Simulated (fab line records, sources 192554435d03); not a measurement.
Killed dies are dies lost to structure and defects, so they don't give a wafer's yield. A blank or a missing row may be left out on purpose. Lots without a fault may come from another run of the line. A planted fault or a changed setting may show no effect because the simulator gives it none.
Which tool did it? | flow n5_finfet | 12 lots, 36 wafers sampled, at 4 steps of a route of 1938

WHAT THE GAUGES READ, wafer by wafer
N5_BEOL_M5_CD_MEAS_11: target cd 27.74 nm.
lot  | measured     | on        | cd_nm (nm)
L641 | day 8 18:23  | cd_sem-01 | 27.99 27.70 27.65
L642 | day 9 00:45  | cd_sem-02 | 27.93 27.66 27.93
L643 | day 9 08:54  | cd_sem-01 | 27.82 27.47 27.79
L644 | day 9 16:07  | cd_sem-03 | 27.64 28.11 27.96
L645 | day 10 02:49 | cd_sem-02 | 28.35 28.36 28.11
L649 | day 10 20:56 | cd_sem-03 | 27.85 28.11 27.63
L650 | day 11 04:16 | cd_sem-02 | 27.99 27.68 28.12
L652 | day 11 07:20 | cd_sem-03 | 28.31 28.34 27.86
L653 | day 12 03:23 | cd_sem-01 | 28.26 28.24 27.83
L654 | day 12 08:24 | cd_sem-01 | 27.77 27.54 27.41
L655 | day 12 11:29 | cd_sem-03 | 27.90 27.97 27.77
L660 | day 13 18:38 | cd_sem-02 | 27.75 28.01 28.08

N5_BEOL_M5_OVL_MEAS_12.
lot  | measured     | on         | M5_OVL (nm)
L641 | day 8 18:25  | overlay-01 | 0.2 0.9 -0.7
L642 | day 9 00:47  | overlay-02 | 1.3 0.3 0.5
L643 | day 9 08:57  | overlay-01 | -2.4 -0.1 -1.4
L644 | day 9 16:08  | overlay-02 | -0.4 0.4 0.8
L645 | day 10 02:51 | overlay-01 | 0.1 -1.0 0.6
L649 | day 10 20:58 | overlay-01 | -0.1 0.1 -0.6
L650 | day 11 04:17 | overlay-01 | -0.3 0.1 -1.0
L652 | day 11 07:22 | overlay-02 | 0.5 0.1 0.6
L653 | day 12 03:25 | overlay-01 | -1.9 -0.7 -0.6
L654 | day 12 08:26 | overlay-02 | 0.9 -0.2 -0.1
L655 | day 12 11:32 | overlay-02 | 0.4 0.2 -0.2
L660 | day 13 18:40 | overlay-02 | -0.9 -0.7 -0.4

WHICH TOOL RAN EACH LOT (tool, then ch and the chambers of the sampled wafers, then the start)
lot  | N5_BEOL_M4_ANNEAL_95         | N5_BEOL_M5_COAT_71
L641 | pvd_sputter-02, day 8 13:53  | litho_track-05 ch 0, day 8 18:01
L642 | pvd_sputter-03, day 8 20:13  | litho_track-02 ch 0, day 9 00:29
L643 | pvd_sputter-02, day 9 01:58  | litho_track-01 ch 0, day 9 08:31
L644 | pvd_sputter-01, day 9 11:37  | litho_track-05 ch 0, day 9 15:51
L645 | pvd_sputter-01, day 9 20:24  | litho_track-05 ch 0, day 10 02:33
L649 | pvd_sputter-02, day 10 17:19 | litho_track-05 ch 0, day 10 20:41
L650 | pvd_sputter-01, day 10 23:57 | litho_track-05 ch 0, day 11 04:00
L652 | pvd_sputter-03, day 11 02:04 | litho_track-01 ch 0, day 11 06:57
L653 | pvd_sputter-01, day 11 21:59 | litho_track-01 ch 0, day 12 03:00
L654 | pvd_sputter-01, day 12 03:44 | litho_track-01 ch 0, day 12 08:08
L655 | pvd_sputter-01, day 12 06:45 | litho_track-02 ch 0, day 12 11:10
L660 | pvd_sputter-02, day 13 14:03 | litho_track-02 ch 0, day 13 18:22
- N5_BEOL_M4_ANNEAL_95: time 240 s.
- N5_BEOL_M5_COAT_71: time 60 s, resist thk 5 nm.

WHAT THE TOOLS THEMSELVES READ (means of the sampled wafers that have a number; where no wafer has one, the mark that the record gives instead)
N5_BEOL_M4_ANNEAL_95.
lot  | tool           | heater_power_w (W) | susceptor_temp_C (C)
L641 | pvd_sputter-02 | 796                | 399.95
L642 | pvd_sputter-03 | 844                | 399.76
L643 | pvd_sputter-02 | 744                | 399.97
L644 | pvd_sputter-01 | 786                | 400.22
L645 | pvd_sputter-01 | 818                | 400.03
L649 | pvd_sputter-02 | 761                | 400.00
L650 | pvd_sputter-01 | 788                | 399.96
L652 | pvd_sputter-03 | 776                | 399.89
L653 | pvd_sputter-01 | 800                | 400.13
L654 | pvd_sputter-01 | 796                | 400.01
L655 | pvd_sputter-01 | 780                | 400.03
L660 | pvd_sputter-02 | 787                | 399.86

N5_BEOL_M5_COAT_71.
lot  | tool           | chill_plate_temp_C (C) | spin_speed_rpm (rpm)
L641 | litho_track-05 | 22.91                  | 1499.6
L642 | litho_track-02 | 22.98                  | 1499.3
L643 | litho_track-01 | 22.86                  | 1499.4
L644 | litho_track-05 | 23.02                  | 1499.8
L645 | litho_track-05 | 22.92                  | 1500.0
L649 | litho_track-05 | 22.95                  | 1663.1
L650 | litho_track-05 | 23.13                  | 1664.1
L652 | litho_track-01 | 22.92                  | 1500.3
L653 | litho_track-01 | 22.97                  | 1500.7
L654 | litho_track-01 | 23.04                  | 1501.3
L655 | litho_track-02 | 22.92                  | 1500.4
L660 | litho_track-02 | 23.05                  | 1500.0

THE ANSWER, worked out from the rows above alone
Rule: what is usual is taken from the lots themselves. Put in order of their means at a reading, lots are off if they are a third of the lots or fewer, leave a main group of 4 or more, and stand apart from it by a gap of 3 or more times the standard deviation of the main group's means; of several such gaps the widest counts. A main group whose means are all the same, to the digits that the tables above print for the reading, isn't used. A lot without any number at a reading at which 4 lots or more have one is off too. The other lots that the step has rows for count as sound. The gauges are gone through in route order, then the tools' own readings, and for those a lot's mean is taken as printed above. The first step at which some lot is off is used, and at that step the reading that is off furthest; a lot without a number counts as furthest.
Off: L649, L650, at N5_BEOL_M5_COAT_71 (spin_speed_rpm). The main group: mean 1500.1 rpm, standard deviation 0.58.
A tool fits if, at that step or a process step before it, it ran every lot that is off, and no sound lot after the first of them. One fits: litho_track-05 at N5_BEOL_M5_COAT_71. Its last sound lot is L645 (day 10 02:33), its first lot that is off L649 (day 10 20:41): a fault that began between those two fits.
The tool's own readings at N5_BEOL_M5_COAT_71 bear it out: on the lots that are off they differ by more than 5 times the standard deviation of the sound lots' means. spin_speed_rpm reads 1663.6 rpm there against 1500.1 rpm on the sound lots.

WHAT THE SIMULATOR HAD PUT IN
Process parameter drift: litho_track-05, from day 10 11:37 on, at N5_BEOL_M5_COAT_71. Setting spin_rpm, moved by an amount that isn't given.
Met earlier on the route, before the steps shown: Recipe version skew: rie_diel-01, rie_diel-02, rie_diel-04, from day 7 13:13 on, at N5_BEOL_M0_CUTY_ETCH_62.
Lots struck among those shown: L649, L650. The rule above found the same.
